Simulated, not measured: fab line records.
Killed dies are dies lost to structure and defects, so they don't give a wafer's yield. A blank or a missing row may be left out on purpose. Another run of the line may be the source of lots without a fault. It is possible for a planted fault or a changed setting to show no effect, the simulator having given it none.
fab line records	flow n5-finfet	part 1 of 2: steps 1 to 5 of 6
record: lots: 9	wafers: 26	last-day: 18
route steps=1938 shown SD_EPI_P@303 SD_ACTIVATION@330 ILD0@335 BEOL_M4@1111 PASSIVATION@1936
lots with no fault: from the same line, run without faults
start-h: start of the lot's first displayed wafer, in hours after the record's first day	wait-h: time in hours since the lot's previous step	" as in the row above	L1.1+2: a row that stands for several wafers	- value missing, or start not given	* or withheld: withheld	< > ~ a bound
route shown NAME@n: names a module that has steps shown in the file, with the first one's number in the route	usual: mean/standard deviation taken from wafers without a fault	same: alike in all rows	chamber/n: place in a boat	sites: the reading at each site	_std_site: standard deviation of those values	_edge_site: the outer-site mean with the inner-site mean subtracted	radius-mm: how far each site lies from the wafer's centre	mask NAME#n: copy n	behind: the last tool/chamber to shape the wafer	hold: what put the lot on hold/how long, in hours/how the hold closed	device: names the non-switching transistor (n, p or np)	end of line: tests run on the same wafers once the route is complete	a step without rows: its recipe alone	killed: at the first sort, the dies lost to defects and structure; wafer yield is something else	map: the dies of a wafer, with x for killed, . for not killed, _ for no die there
set.NAME: the setting as run; set.NAME@STEP: as run at that earlier step	model.NAME: the simulator's own value behind a step, which no gauge read
the route's steps for a sample of lots (tables are steps, rows are wafers)
services: from which hour (start-h, from the record's first day; less than 0 if before it) a tool's chamber was out of use, for how many hours, and why
== steps ==
step: N5_SD_EPI_P_CD_MEAS_09
recipe: target-cd-nm: 240	landing-energy-ev: 500	detector: se-inlens
usual: cd-nm: 240.0/0.84
same: landing-energy-ev: 500
lot.wafer	tool	chamber	start-h	wait-h	cd-nm
L750.4	cd-sem-01	0	68.61	-	240.2
L750.5	"	0	"	"	240.0
L750.6	"	0	"	"	241.3
L752.2	cd-sem-03	0	76.81	-	240.4
L752.4	"	0	"	"	239.9
L752.6	"	0	"	"	239.6
L755.2	cd-sem-02	0	97.39	-	240.8
L755.3	"	0	"	"	241.2
L755.5	"	0	"	"	240.1
L763.1	cd-sem-03	0	142.13	-	240.7
L763.3	"	0	"	"	238.8
L763.6	"	0	"	"	240.4
L764.2	cd-sem-03	0	149.09	-	240.0
L764.3	"	0	"	"	241.8
L764.6	"	0	"	"	239.9
L768.2	cd-sem-02	0	173.13	-	240.4
L768.6	"	0	"	"	240.3
L769.1	cd-sem-03	0	181.45	-	239.0
L769.2	"	0	"	"	239.4
L769.5	"	0	"	"	240.2
L770.1	cd-sem-02	0	187.70	-	240.2
L770.3	"	0	"	"	240.8
L770.4	"	0	"	"	240.5
L771.1	cd-sem-02	0	194.90	-	239.8
L771.2	"	0	"	"	240.8
L771.5	"	0	"	"	241.4
step: N5_SD_EPI_P_ETCH_36
recipe: chemistry: CF4	target: SiARC	target-depth-a: 455	mask-material: CAR-ArF-block	time-s: 75.8	ion-energy-ev: 80	pressure-mtorr: 40	source-w: 545	bias-w: 36	Ar_flow_sccm: 100	cf4-flow-sccm: 100	ends: cleared
usual: drypump-motor-current-A: 5.5/0.44	etch-rf-on-time-s: 75.8/1.6	oes-product-au: 0.67/0.073	rf-vpp-V: 183.9/1.1	showerhead-plenum-p-Torr: 2.12/0.061	throttle-valve-pct: 15.71/0.27
lot.wafer	tool	chamber	start-h	wait-h	drypump-motor-current-A	etch-rf-on-time-s	oes-product-au	rf-hours-counter-h	rf-vpp-V	showerhead-plenum-p-Torr	throttle-valve-pct
L750.4	rie-diel-03	2	68.73	0.0	5.1	76.2	0.65	139	187.2	2.24	15.78
L750.5	"	2	"	"	5.2	76.4	0.65	-	184.5	2.24	15.78
L750.6	"	3	"	"	5.7	77.7	0.67	-	183.7	2.07	15.95
L752.2	rie-diel-04	1	76.99	0.0	5.5	75.1	0.59	232	184.0	2.21	16.22
L752.4	"	3	"	"	4.9	72.5	0.64	-	184.4	2.14	15.78
L752.6	"	0	"	"	6.0	75.2	0.72	-	183.3	2.08	15.59
L755.2	rie-diel-06	2	97.51	0.0	5.7	78.6	0.61	177	184.6	2.14	15.67
L755.3	"	1	"	"	5.8	73.3	0.68	134	182.9	2.08	15.84
L755.5	"	3	"	"	5.0	78.2	0.59	-	183.6	2.18	15.71
L763.1	rie-diel-03	0	142.25	0.0	5.7	76.6	0.64	133	183.5	1.98	15.64
L763.3	"	3	"	"	5.7	77.0	0.65	139	183.1	2.06	15.99
L763.6	"	2	"	"	5.2	76.7	0.62	-	185.3	2.23	15.82
L764.2	rie-diel-04	1	149.55	0.0	5.5	76.5	0.58	256	184.4	2.20	16.27
L764.3	"	0	"	"	6.0	75.6	0.70	113	183.1	2.07	15.64
L764.6	"	0	"	"	6.0	75.3	0.70	-	183.2	2.07	15.65
L768.2	rie-diel-04	1	173.25	0.0	5.5	73.0	0.87	1	185.0	2.20	15.75
L768.6	"	1	"	"	5.5	73.0	0.87	-	185.6	2.20	15.77
L769.1	rie-diel-06	1	181.73	0.0	5.8	72.7	0.67	158	182.3	2.07	15.91
L769.2	"	3	"	"	5.0	75.5	0.81	10	183.3	2.18	15.21
L769.5	"	2	"	"	5.7	77.6	0.59	-	183.8	2.13	15.72
L770.1	rie-diel-04	2	188.22	0.0	4.8	76.1	0.75	35	181.8	2.09	15.34
L770.3	"	3	"	"	4.9	73.8	0.62	197	183.8	2.13	15.84
L770.4	"	1	"	"	5.5	73.3	0.85	5	184.4	2.19	15.77
L771.1	rie-diel-04	0	195.05	0.0	6.0	75.4	0.68	128	183.8	2.06	15.67
L771.2	"	1	"	"	5.5	73.0	0.84	6	185.7	2.19	15.76
L771.5	"	3	"	"	5.0	73.5	0.62	-	183.6	2.13	15.83
step: N5_SD_ACTIVATION_RTA_00
recipe: temp-c: 975	time-s: 0	ambient: N2	idle-temp-c: 600	ramp-up-c-per-s: 150	ramp-down-c-per-s: 60	cool-to-c: 600
usual: lamp-power-pct: 8.95/0.048	lamp_zone_1_pct: 8.948/0.026	lamp_zone_2_pct: 8.951/0.023	lamp_zone_3_pct: 8.951/0.025	lamp_zone_4_pct: 8.950/0.023	lamp_zone_5_pct: 8.953/0.025	lamp_zone_6_pct: 8.876/0.023	lamp_zone_7_pct: 9.348/0.027	wafer_temp_C_max: 974.9/2
lot.wafer	tool	chamber	start-h	wait-h	lamp-power-pct	lamp_zone_1_pct	lamp_zone_2_pct	lamp_zone_3_pct	lamp_zone_4_pct	lamp_zone_5_pct	lamp_zone_6_pct	lamp_zone_7_pct	wafer_temp_C_max
L750.4	rtp-anneal-02	0	72.55	0.1	8.97	8.940	8.926	8.957	9.019	8.906	8.813	9.421	974.9
L750.5	"	0	"	"	8.91	8.906	8.943	8.974	8.932	8.944	8.878	9.306	980.3
L750.6	"	0	"	"	8.98	8.924	8.966	8.964	8.940	8.943	8.854	9.363	977.0
L752.2	rtp-anneal-02	0	80.73	0.1	9.55	9.574	9.530	9.532	9.509	9.562	9.460	9.918	972.6
L752.4	"	0	"	"	9.58	9.495	9.500	9.485	9.510	9.589	9.479	9.983	977.2
L752.6	"	0	"	"	9.59	9.523	9.538	9.538	9.500	9.509	9.478	9.942	979.5
L755.2	rtp-anneal-02	0	101.47	0.2	9.50	9.526	9.518	9.491	9.536	9.541	9.475	9.971	974.6
L755.3	"	0	"	"	9.53	9.489	9.605	9.534	9.525	9.537	9.408	9.933	977.9
L755.5	"	0	"	"	9.54	9.568	9.521	9.526	9.520	9.545	9.457	9.959	970.2
L763.1	rtp-anneal-01	0	145.96	0.0	8.84	8.934	8.955	8.966	8.925	8.923	8.858	9.281	977.7
L763.3	"	0	"	"	8.90	8.931	8.958	8.952	8.913	8.964	8.881	9.334	974.0
L763.6	"	0	"	"	8.90	8.955	9.009	8.956	8.956	8.927	8.829	9.330	972.3
L764.2	rtp-anneal-01	0	153.29	0.1	8.94	8.898	8.933	8.936	8.989	8.969	8.852	9.350	975.8
L764.3	"	0	"	"	8.94	8.960	8.943	8.909	8.953	8.919	8.910	9.359	977.0
L764.6	"	0	"	"	8.99	8.955	8.930	8.978	8.955	8.939	8.878	9.376	974.9
L768.2	rtp-anneal-02	0	177.29	0.2	8.96	8.966	8.972	8.918	8.912	8.981	8.857	9.331	974.7
L768.6	"	0	"	"	9.03	8.932	8.892	8.984	8.907	8.908	8.899	9.347	971.1
L769.1	rtp-anneal-02	0	185.45	0.0	8.98	8.950	8.960	8.921	8.943	8.922	8.891	9.299	975.3
L769.2	"	0	"	"	8.95	8.962	8.919	8.975	8.948	8.938	8.856	9.343	974.7
L769.5	"	0	"	"	9.00	8.947	8.966	8.967	8.935	8.949	8.849	9.342	977.2
L770.1	rtp-anneal-02	0	192.77	0.0	8.93	8.944	8.981	8.993	8.950	8.932	8.851	9.368	976.4
L770.3	"	0	"	"	8.84	8.923	8.919	8.925	8.942	8.946	8.869	9.335	973.4
L770.4	"	0	"	"	8.99	8.959	8.969	8.918	8.987	8.947	8.833	9.369	972.8
L771.1	rtp-anneal-01	0	199.60	0.0	8.93	8.954	8.976	8.953	8.917	8.900	8.886	9.341	975.3
L771.2	"	0	"	"	8.97	8.957	8.950	8.933	8.948	8.951	8.925	9.380	977.3
L771.5	"	0	"	"	8.96	8.954	8.988	8.969	8.947	8.950	8.876	9.360	974.4
step: N5_ILD0_LINER_00
recipe: material: SiNx	target-thk-a: 40	temp-c: 400	ald-precursor-family: SiH2I2	ald-co-reactant: N2/H2-plasma	pulse-time-s: 1	purge-time-s: 2	co-reactant-purge-time-s: 2	ald-cycles: 80	pressure-torr: 2
usual: heater-power-w: 862/89	precursor-pulse-height-rel: 1.004/0.021
same: ald-cycles: 80
lot.wafer	tool	chamber	start-h	wait-h	heater-power-w	precursor-pulse-height-rel
L750.4	ald-sin-02	1	73.22	0.0	860	1.036
L750.5	"	3	"	"	836	0.998
L750.6	"	0	"	"	1114	0.976
L752.2	ald-sin-03	0	81.47	0.0	775	0.994
L752.4	"	3	"	"	840	1.014
L752.6	"	3	"	"	849	1.008
L755.2	ald-sin-03	2	102.80	0.6	789	1.028
L755.3	"	0	"	"	775	0.994
L755.5	"	3	"	"	837	0.993
L763.1	ald-sin-03	2	146.75	0.1	794	0.977
L763.3	"	1	"	"	959	1.028
L763.6	"	3	"	"	850	0.941
L764.2	ald-sin-04	0	154.10	0.1	1024	1.036
L764.3	"	1	"	"	774	0.998
L764.6	"	2	"	"	749	1.031
L768.2	ald-sin-02	2	179.59	1.6	832	1.014
L768.6	"	3	"	"	886	0.985
L769.1	ald-sin-02	2	186.24	0.0	828	1.039
L769.2	"	0	"	"	969	0.996
L769.5	"	2	"	"	836	0.994
L770.1	ald-sin-04	3	193.53	0.0	806	1.005
L770.3	"	1	"	"	790	0.980
L770.4	"	2	"	"	785	1.038
L771.1	ald-sin-02	1	200.36	0.0	847	1.017
L771.2	"	3	"	"	899	1.036
L771.5	"	2	"	"	835	1.028
step: N5_BEOL_M4_RC_MEAS_101
usual: DIBL_N: 35.9/1.7	DIBL_P: 35.8/2.2	IOFF_N: 0.15/0.03	IOFF_N_85C: 3.0/0.5	IOFF_N_LIN: 0.072/0.012	IOFF_N_LONG: 5.53e-05/2.1e-06	IOFF_P: 0.21/0.036	IOFF_P_85C: 3.6/0.52	IOFF_P_LIN: 0.098/0.013	ION_N: 674/12	ION_P: 463/7.2	REXT_N: 75.6/1.8	REXT_P: 100.0/2.4	SS_N: 71.3/0.59	SS_P: 73.1/0.69	VT_N: 250/3	VT_N_LVT: 98/3.3	VT_P: -251/3.2	VT_P_LVT: -99.0/2.9
lot.wafer	tool	chamber	start-h	wait-h	DIBL_N[mV/V]	DIBL_P[mV/V]	IOFF_N[nA/um]	IOFF_N_85C[nA/um]	IOFF_N_LIN[nA/um]	IOFF_N_LONG[nA/um]	IOFF_P[nA/um]	IOFF_P_85C[nA/um]	IOFF_P_LIN[nA/um]	ION_N[uA/um]	ION_P[uA/um]	REXT_N[ohm.um]	REXT_P[ohm.um]	SS_N[mV/dec]	SS_P[mV/dec]	VT_N[mV]	VT_N_LVT[mV]	VT_P[mV]	VT_P_LVT[mV]
L750.4	prober-01	0	177.57	0.6	34.2	33.4	0.13	2.6	0.063	5.76e-05	0.20	3.4	0.096	674	468	75.9	99.2	71.0	72.0	249	100	-251	-96.9
L750.5	"	0	"	"	33.6	33.0	0.12	2.4	0.059	5.61e-05	0.19	3.3	0.095	658	462	75.8	97.8	71.3	72.1	254	102	-250	-97.7
L750.6	"	0	"	"	34.9	34.2	0.14	2.8	0.067	5.78e-05	0.20	3.5	0.097	668	462	75.0	100.4	71.7	73.0	252	99	-249	-97.2
L752.2	prober-01	0	186.19	0.2	57.1	42.4	1.10	15.7	0.336	6.73e-05	0.40	6.3	0.162	785	495	61.5	92.3	75.7	74.7	221	66	-239	-86.6
L752.4	"	0	"	"	58.6	41.9	1.26	17.8	0.347	6.83e-05	0.40	6.2	0.161	788	495	61.1	93.0	77.4	74.9	223	66	-240	-87.2
L752.6	"	0	"	"	57.5	41.5	1.21	17.2	0.342	6.86e-05	0.39	6.2	0.160	792	498	60.6	91.7	76.8	74.7	220	66	-239	-85.3
L755.2	prober-02	0	216.58	0.2	61.2	44.9	1.77	23.3	0.418	6.86e-05	0.46	7.1	0.183	806	498	59.7	92.6	78.8	74.9	216	64	-240	-87.0
L755.3	"	0	"	"	61.0	45.0	1.83	24.2	0.436	6.85e-05	0.47	7.2	0.183	796	499	60.0	93.3	78.4	75.5	217	64	-239	-87.1
L755.5	"	0	"	"	64.0	43.8	2.33	29.1	0.409	6.97e-05	0.41	6.4	0.166	790	486	59.7	93.8	82.2	74.3	218	66	-240	-89.7
L763.1	prober-01	0	268.79	0.0	35.3	38.2	0.16	3.2	0.074	5.17e-05	0.22	3.9	0.101	668	457	77.7	101.2	71.4	74.3	250	100	-250	-100.7
L763.3	"	0	"	"	34.1	35.7	0.14	2.8	0.068	5.36e-05	0.18	3.3	0.091	680	469	77.2	101.3	71.1	73.4	249	101	-251	-102.2
L763.6	"	0	"	"	37.2	39.6	0.20	3.8	0.089	5.31e-05	0.25	4.2	0.110	685	466	76.6	100.4	72.2	74.7	245	96	-250	-98.6
L764.2	prober-02	0	274.82	0.2	37.9	38.3	0.17	3.3	0.076	5.43e-05	0.22	3.8	0.097	667	454	75.3	97.2	72.1	74.6	249	96	-252	-98.5
L764.3	"	0	"	"	36.4	35.6	0.15	2.9	0.067	5.51e-05	0.18	3.1	0.083	671	454	74.0	96.9	71.3	73.2	252	98	-254	-100.8
L764.6	"	0	"	"	36.6	38.0	0.17	3.2	0.076	5.52e-05	0.21	3.6	0.096	690	467	74.0	97.5	71.4	73.1	251	94	-251	-98.6
L768.2	prober-02	0	293.08	0.2	37.1	36.8	0.17	3.3	0.077	5.42e-05	0.25	4.1	0.116	679	472	76.0	97.3	71.1	73.1	249	97	-246	-96.1
L768.6	"	0	"	"	35.7	35.6	0.15	3.0	0.069	5.49e-05	0.22	3.7	0.106	677	464	74.8	98.2	71.6	73.1	249	99	-248	-98.0
L769.1	prober-02	0	307.36	0.0	34.1	32.4	0.12	2.5	0.058	5.37e-05	0.18	3.1	0.086	653	456	72.5	101.5	71.3	72.6	251	101	-252	-101.1
L769.2	"	0	"	"	35.5	35.3	0.15	2.9	0.069	5.4e-05	0.21	3.6	0.098	675	463	72.6	99.1	71.6	72.9	251	100	-254	-99.4
L769.5	"	0	"	"	36.3	35.0	0.16	3.1	0.071	5.41e-05	0.19	3.4	0.093	675	461	72.6	101.0	71.5	73.0	249	99	-253	-100.1
L770.1	prober-02	0	310.02	0.0	35.8	36.1	0.15	3.0	0.072	5.5e-05	0.21	3.7	0.102	673	461	76.8	104.1	71.4	73.9	248	99	-251	-99.3
L770.3	"	0	"	"	37.6	38.6	0.19	3.6	0.086	5.54e-05	0.25	4.2	0.113	686	467	76.7	103.3	72.0	74.6	246	97	-249	-97.9
L770.4	"	0	"	"	34.1	33.2	0.12	2.4	0.057	5.57e-05	0.16	2.9	0.084	665	455	74.9	103.9	70.5	72.6	255	103	-251	-102.6
L771.1	prober-02	0	315.37	0.0	33.7	34.0	0.11	2.3	0.055	5e-05	0.16	2.9	0.079	667	464	77.3	98.2	70.3	72.1	256	104	-255	-105.9
L771.2	"	0	"	"	36.1	36.2	0.14	2.7	0.064	5.08e-05	0.18	3.2	0.087	675	457	77.9	98.6	71.2	73.5	254	103	-251	-103.6
L771.5	"	0	"	"	34.0	34.3	0.11	2.2	0.053	5.12e-05	0.15	2.9	0.077	658	457	79.1	99.0	70.8	72.1	255	105	-255	-105.6
== key ==
first-sign: step: N5_SD_ACTIVATION_RTA_00	reading: lamp_zone_6_pct	direction: up	sigmas: 25	usual: *	struck: *
effect: step: N5_SD_ACTIVATION_RTA_00	reading: lamp_zone_2_pct	direction: up	sigmas: 25	usual: *	struck: *
effect: step: N5_BEOL_M4_RC_MEAS_101	reading: IOFF_N	direction: up	sigmas: 47	usual: 0.15	struck: 1.58
effect: step: N5_BEOL_M4_RC_MEAS_101	reading: IOFF_N_85C	direction: up	sigmas: 37	usual: 3.0	struck: 21.2
effect: step: N5_BEOL_M4_RC_MEAS_101	reading: IOFF_N_LIN	direction: up	sigmas: 26	usual: 0.072	struck: 0.381
effect: step: N5_BEOL_M4_RC_MEAS_101	reading: DIBL_N	direction: up	sigmas: 14	usual: 35.9	struck: 59.9
effect: step: N5_BEOL_M4_RC_MEAS_101	reading: SS_N	direction: up	sigmas: 12	usual: 71.3	struck: 78.2
effect: step: N5_BEOL_M4_RC_MEAS_101	reading: ION_N	direction: up	sigmas: 10	usual: 674	struck: 793
effect: step: N5_BEOL_M4_RC_MEAS_101	reading: VT_N	direction: down	sigmas: 10	usual: 250	struck: 219
effect: step: N5_BEOL_M4_RC_MEAS_101	reading: VT_N_LVT	direction: down	sigmas: 10	usual: 98	struck: 65
effect: step: N5_BEOL_M4_RC_MEAS_101	reading: REXT_N	direction: down	sigmas: 8.7	usual: 75.6	struck: 60.4
effect: step: N5_BEOL_M4_RC_MEAS_101	reading: IOFF_N_LONG	direction: up	sigmas: 6.2	usual: 5.53e-05	struck: 6.85e-05
effect: step: N5_BEOL_M4_RC_MEAS_101	reading: IOFF_P	direction: up	sigmas: 5.9	usual: 0.21	struck: 0.42
effect: step: N5_BEOL_M4_RC_MEAS_101	reading: IOFF_P_85C	direction: up	sigmas: 5.7	usual: 3.6	struck: 6.6
effect: step: N5_PASSIVATION_PROBE_49	reading: sort_bin_4_leakage	direction: up	sigmas: 99+	usual: 0.00	struck: 92.61
met-at N5_SD_ACTIVATION_RTA_00
struck-lots L752,L755
not-acting-at N5_SD_EPI_P_CD_MEAS_09,N5_SD_EPI_P_ETCH_36,N5_ILD0_LINER_00
onset-between 72.55 80.73
fault: kind: process-parameter-drift	tool: rtp-anneal-02	chamber: -	onset-h: 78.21	steps: N5_SD_ACTIVATION_RTA_00	channel: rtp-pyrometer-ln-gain	offset: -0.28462	shape: step	end-h: 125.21
